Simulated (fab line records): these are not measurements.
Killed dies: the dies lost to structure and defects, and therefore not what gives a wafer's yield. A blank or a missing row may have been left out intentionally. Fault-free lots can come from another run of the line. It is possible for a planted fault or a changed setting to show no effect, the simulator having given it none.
Split-lot trial || flow n5 finfet || on a route of 1938 steps: 7 lots, 33 wafers read

== SPLIT DETAILS ==
At N5_BEOL_M12_TRENCH_ETCH_34 (etches SiOC in C4F8/O2/Ar, target depth 318.95 nm, time 125.5 s), the setting time s was moved away from the recipe's 125.5 s on 11 of the 33 wafers read, by -54.9% to +54.7%. This setting was run at the recipe's value on the other wafers.

== FROM THE SPLIT TO THE READING: what the file shows between them, 10 steps ==
- N5_BEOL_M12_STRIP_70: strips in C4F8/O2/Ar
- N5_BEOL_M12_OCD_MEAS_35
- N5_BEOL_M12_STRIP_37: strips in N2/H2
- N5_BEOL_M12_ETCH_38: etches SiCN in CF4/N2, target depth 68.7 nm, time 73.4 s
- N5_BEOL_M12_ECD_47: material Cu, target thk 720 nm
- N5_BEOL_M12_ANNEAL_48: time 90 s
- N5_BEOL_M12_CMP_49: polishes, stops on SiOC, t overpolish 20.6 s, target thk 320 nm
- N5_BEOL_M12_THK_MEAS_50: measures by xrf
- N5_BEOL_M12_PRE_CLEAN_52: time 15 s
- N5_BEOL_M12_DEP_53: deposits SiCN from 3MS/NH3, target thk 30 nm, time 10.5 s

== THE READING ==
At N5_BEOL_M12_RS_MEAS_54, a four-point-probe measurement gives M12_RS in ohm/sq. Fault-free wafers of this fab line usually give 0.0603 ohm/sq, standard deviation 0.00091 ohm/sq.

{"wafer": "L075.1", "tool, chamber at the split": "rie diel-02, 0", "time s as run, s": 125.5, "against the recipe": "recipe", "M12_RS, ohm/sq": 0.0619, "against lot-mates on the recipe": "-"}
{"wafer": "L075.2", "tool, chamber at the split": "rie diel-02, 3", "time s as run, s": 194.1, "against the recipe": "+54.7%", "M12_RS, ohm/sq": 0.0391, "against lot-mates on the recipe": -0.0227}
{"wafer": "L075.3", "tool, chamber at the split": "rie diel-02, 2", "time s as run, s": 194.1, "against the recipe": "+54.7%", "M12_RS, ohm/sq": 0.0384, "against lot-mates on the recipe": -0.0234}
{"wafer": "L075.4", "tool, chamber at the split": "rie diel-02, 1", "time s as run, s": 194.1, "against the recipe": "+54.7%", "M12_RS, ohm/sq": 0.0391, "against lot-mates on the recipe": -0.0227}
{"wafer": "L075.5", "tool, chamber at the split": "rie diel-02, 3", "time s as run, s": 125.5, "against the recipe": "recipe", "M12_RS, ohm/sq": 0.0620, "against lot-mates on the recipe": "-"}
{"wafer": "L075.6", "tool, chamber at the split": "rie diel-02, 2", "time s as run, s": 125.5, "against the recipe": "recipe", "M12_RS, ohm/sq": 0.0615, "against lot-mates on the recipe": "-"}
{"wafer": "L080.1", "tool, chamber at the split": "rie diel-01, 1", "time s as run, s": 125.5, "against the recipe": "recipe", "M12_RS, ohm/sq": 0.0590, "against lot-mates on the recipe": "-"}
{"wafer": "L080.2", "tool, chamber at the split": "rie diel-01, 3", "time s as run, s": 125.5, "against the recipe": "recipe", "M12_RS, ohm/sq": 0.0596, "against lot-mates on the recipe": "-"}
{"wafer": "L080.3", "tool, chamber at the split": "rie diel-01, 2", "time s as run, s": 125.5, "against the recipe": "recipe", "M12_RS, ohm/sq": 0.0616, "against lot-mates on the recipe": "-"}
{"wafer": "L080.4", "tool, chamber at the split": "rie diel-01, 3", "time s as run, s": 125.5, "against the recipe": "recipe", "M12_RS, ohm/sq": 0.0598, "against lot-mates on the recipe": "-"}
{"wafer": "L080.5", "tool, chamber at the split": "rie diel-01, 2", "time s as run, s": 125.5, "against the recipe": "recipe", "M12_RS, ohm/sq": 0.0611, "against lot-mates on the recipe": "-"}
{"wafer": "L080.6", "tool, chamber at the split": "rie diel-01, 1", "time s as run, s": 125.5, "against the recipe": "recipe", "M12_RS, ohm/sq": 0.0600, "against lot-mates on the recipe": "-"}
{"wafer": "L083.1", "tool, chamber at the split": "rie diel-01, 2", "time s as run, s": 125.5, "against the recipe": "recipe", "M12_RS, ohm/sq": 0.0601, "against lot-mates on the recipe": "-"}
{"wafer": "L083.2", "tool, chamber at the split": "rie diel-01, 3", "time s as run, s": 125.5, "against the recipe": "recipe", "M12_RS, ohm/sq": 0.0586, "against lot-mates on the recipe": "-"}
{"wafer": "L083.3", "tool, chamber at the split": "rie diel-01, 0", "time s as run, s": 125.5, "against the recipe": "recipe", "M12_RS, ohm/sq": 0.0608, "against lot-mates on the recipe": "-"}
{"wafer": "L085.1", "tool, chamber at the split": "rie diel-01, 3", "time s as run, s": 125.5, "against the recipe": "recipe", "M12_RS, ohm/sq": 0.0580, "against lot-mates on the recipe": "-"}
{"wafer": "L085.2", "tool, chamber at the split": "rie diel-01, 2", "time s as run, s": 56.58, "against the recipe": "-54.9%", "M12_RS, ohm/sq": 0.1420, "against lot-mates on the recipe": "+0.0840"}
{"wafer": "L085.5", "tool, chamber at the split": "rie diel-01, 1", "time s as run, s": 56.58, "against the recipe": "-54.9%", "M12_RS, ohm/sq": 0.1380, "against lot-mates on the recipe": "+0.0800"}
{"wafer": "L087.1", "tool, chamber at the split": "rie diel-02, 2", "time s as run, s": 125.5, "against the recipe": "recipe", "M12_RS, ohm/sq": 0.0600, "against lot-mates on the recipe": "-"}
{"wafer": "L087.2", "tool, chamber at the split": "rie diel-02, 1", "time s as run, s": 67.05, "against the recipe": "-46.6%", "M12_RS, ohm/sq": 0.1155, "against lot-mates on the recipe": "+0.0556"}
{"wafer": "L087.3", "tool, chamber at the split": "rie diel-02, 3", "time s as run, s": 125.5, "against the recipe": "recipe", "M12_RS, ohm/sq": 0.0586, "against lot-mates on the recipe": "-"}
{"wafer": "L087.4", "tool, chamber at the split": "rie diel-02, 0", "time s as run, s": 125.5, "against the recipe": "recipe", "M12_RS, ohm/sq": 0.0611, "against lot-mates on the recipe": "-"}
{"wafer": "L087.5", "tool, chamber at the split": "rie diel-02, 2", "time s as run, s": 67.05, "against the recipe": "-46.6%", "M12_RS, ohm/sq": 0.1156, "against lot-mates on the recipe": "+0.0557"}
{"wafer": "L087.6", "tool, chamber at the split": "rie diel-02, 1", "time s as run, s": 67.05, "against the recipe": "-46.6%", "M12_RS, ohm/sq": 0.1158, "against lot-mates on the recipe": "+0.0559"}
{"wafer": "L089.1", "tool, chamber at the split": "rie diel-02, 0", "time s as run, s": 91.58, "against the recipe": "-27.0%", "M12_RS, ohm/sq": 0.0868, "against lot-mates on the recipe": "+0.0265"}
{"wafer": "L089.2", "tool, chamber at the split": "rie diel-02, 2", "time s as run, s": 125.5, "against the recipe": "recipe", "M12_RS, ohm/sq": 0.0603, "against lot-mates on the recipe": "-"}
{"wafer": "L089.3", "tool, chamber at the split": "rie diel-02, 1", "time s as run, s": 125.5, "against the recipe": "recipe", "M12_RS, ohm/sq": 0.0598, "against lot-mates on the recipe": "-"}
{"wafer": "L089.4", "tool, chamber at the split": "rie diel-02, 3", "time s as run, s": 91.58, "against the recipe": "-27.0%", "M12_RS, ohm/sq": 0.0832, "against lot-mates on the recipe": "+0.0229"}
{"wafer": "L089.5", "tool, chamber at the split": "rie diel-02, 2", "time s as run, s": 91.58, "against the recipe": "-27.0%", "M12_RS, ohm/sq": 0.0850, "against lot-mates on the recipe": "+0.0247"}
{"wafer": "L089.6", "tool, chamber at the split": "rie diel-02, 1", "time s as run, s": 125.5, "against the recipe": "recipe", "M12_RS, ohm/sq": 0.0609, "against lot-mates on the recipe": "-"}
{"wafer": "L096.1", "tool, chamber at the split": "rie diel-01, 2", "time s as run, s": 125.5, "against the recipe": "recipe", "M12_RS, ohm/sq": 0.0606, "against lot-mates on the recipe": "-"}
{"wafer": "L096.3", "tool, chamber at the split": "rie diel-01, 3", "time s as run, s": 125.5, "against the recipe": "recipe", "M12_RS, ohm/sq": 0.0593, "against lot-mates on the recipe": "-"}
{"wafer": "L096.6", "tool, chamber at the split": "rie diel-01, 3", "time s as run, s": 125.5, "against the recipe": "recipe", "M12_RS, ohm/sq": 0.0596, "against lot-mates on the recipe": "-"}

FIT RESULTS
A straight line over all 33 wafers: M12_RS changes by -0.000889 ohm/sq for each +1% of time s; r = -0.91; the points scatter about the line by 0.011 ohm/sq.
The same after taking each lot's own level away (the mean of its wafers on the recipe; 33 wafers): -0.000913 ohm/sq for each +1%; r = -0.91; scatter 0.011 ohm/sq.
The reading moves by 0.05 ohm/sq for the largest change in time s, on that fit.
The span of the lots' own levels, 0.05800 to 0.06180 ohm/sq, comes to 4.2 times the standard deviation stated above.
The two slopes agree, so the slope changes little with the lot-to-lot level.
Check: +0.0511 ohm/sq against its lot-mates is what the line predicts for one of the wafers moved furthest among these (-54.9%) when that wafer is left out of the fit. Against them it came out at +0.084 ohm/sq.

== THE WHOLE CHAIN: every reading that the file lists as answering this split, in the file's order ==
{"step": "N5_BEOL_M12_TRENCH_ETCH_34", "what it does": "etches SiOC in C4F8/O2/Ar, target depth 318.95 nm, time 125.5 s", "reading": "etch.depth nm (the simulator's own value, which no gauge read)", "change (the file's fit)": "+3.23 nm for each +1% of the setting", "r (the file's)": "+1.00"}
{"step": "N5_BEOL_M12_OCD_MEAS_35", "what it does": "", "reading": "trench depth nm", "change (the file's fit)": "+3.23 nm for each +1% of the setting", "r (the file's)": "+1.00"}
{"step": "N5_BEOL_M12_CMP_49", "what it does": "polishes, stops on SiOC, t overpolish 20.6 s, target thk 320 nm", "reading": "Cu_of_BEOL_M12_ECD_47.thk nm (the simulator's own value, which no gauge read)", "change (the file's fit)": "+3.23 nm for each +1% of the setting", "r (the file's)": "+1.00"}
{"step": "N5_BEOL_M12_THK_MEAS_50", "what it does": "measures by xrf", "reading": "M12_THK", "change (the file's fit)": "+3.23 for each +1% of the setting", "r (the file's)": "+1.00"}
{"step": "N5_BEOL_M12_RS_MEAS_54", "what it does": "measures by four-point-probe", "reading": "M12_RS", "change (the file's fit)": "-0.000902 for each +1% of the setting", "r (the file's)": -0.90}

== THE FILE'S OWN FIT ==
M12_RS changes by -0.000902 ohm/sq for each +1% of time s, r = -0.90.
